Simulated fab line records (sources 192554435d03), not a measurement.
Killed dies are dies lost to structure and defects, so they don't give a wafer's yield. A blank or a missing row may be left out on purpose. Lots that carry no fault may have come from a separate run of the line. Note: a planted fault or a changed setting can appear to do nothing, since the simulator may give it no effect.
Matching of chambers | flow n5-finfet | N5_MOL_CONTACT_COAG_CONTACT_ETCH_14 on rie-diel-04 has 4 sister chambers
The step etches SiO2 in C4F6/O2, target depth 27.5 nm, overetch 8.5 nm, time 20 s. 8 wafers are shown with their chamber, then 9 later ones without.

WAFERS WITH THEIR CHAMBER
wafer  | chamber | throttle-valve-pct (%) | drypump-motor-current-A (A)
L081.6 | 0       | 21.32                  | 6.2
L086.1 | 1       | 21.22                  | 5.4
L087.2 | 1       | 21.22                  | 5.4
L087.3 | 0       | 21.33                  | 6.1
L087.6 | 3       | 21.63                  | 5.6
L090.1 | 3       | 21.62                  | 5.7
L090.4 | 2       | 21.23                  | 6.4
L090.6 | 2       | 21.22                  | 6.4

WAFERS WITH NO CHAMBER GIVEN
wafer  | throttle-valve-pct (%) | drypump-motor-current-A (A)
L094.2 | 21.36                  | 6.1
L094.3 | 21.64                  | 5.7
L094.5 | 21.36                  | 6.1
L095.1 | 21.23                  | 6.4
L095.2 | 21.64                  | 5.7
L095.4 | 21.26                  | 5.4
L096.2 | 21.25                  | 6.4
L096.3 | 21.25                  | 5.4
L096.4 | 21.64                  | 5.7

EACH ONE'S CHAMBER
wafer  | from the rows above | in truth
L094.2 | 0                   | 0
L094.3 | 3                   | 3
L094.5 | 0                   | 0
L095.1 | 2                   | 2
L095.2 | 3                   | 3
L095.4 | 1                   | 1
L096.2 | 2                   | 2
L096.3 | 1                   | 1
L096.4 | 3                   | 3
Placed correctly: 9 of 9. Number that these rows cannot place: 0. 0 placed wrongly.
How it was worked out, from the rows above alone: a wafer's distance from a chamber is the root of the sum, over the readings, of the square of ((its reading less the chamber's mean) divided by the reading's scatter). The wafer belongs to the nearest chamber; if the next one is less than 2 further off, it can't be placed. The mean given for a chamber averages the wafers shown for that chamber. The scatter: take each reading less its chamber's mean, square it, sum over the shown wafers, divide by the number of wafers less the number of chambers, and take the root.
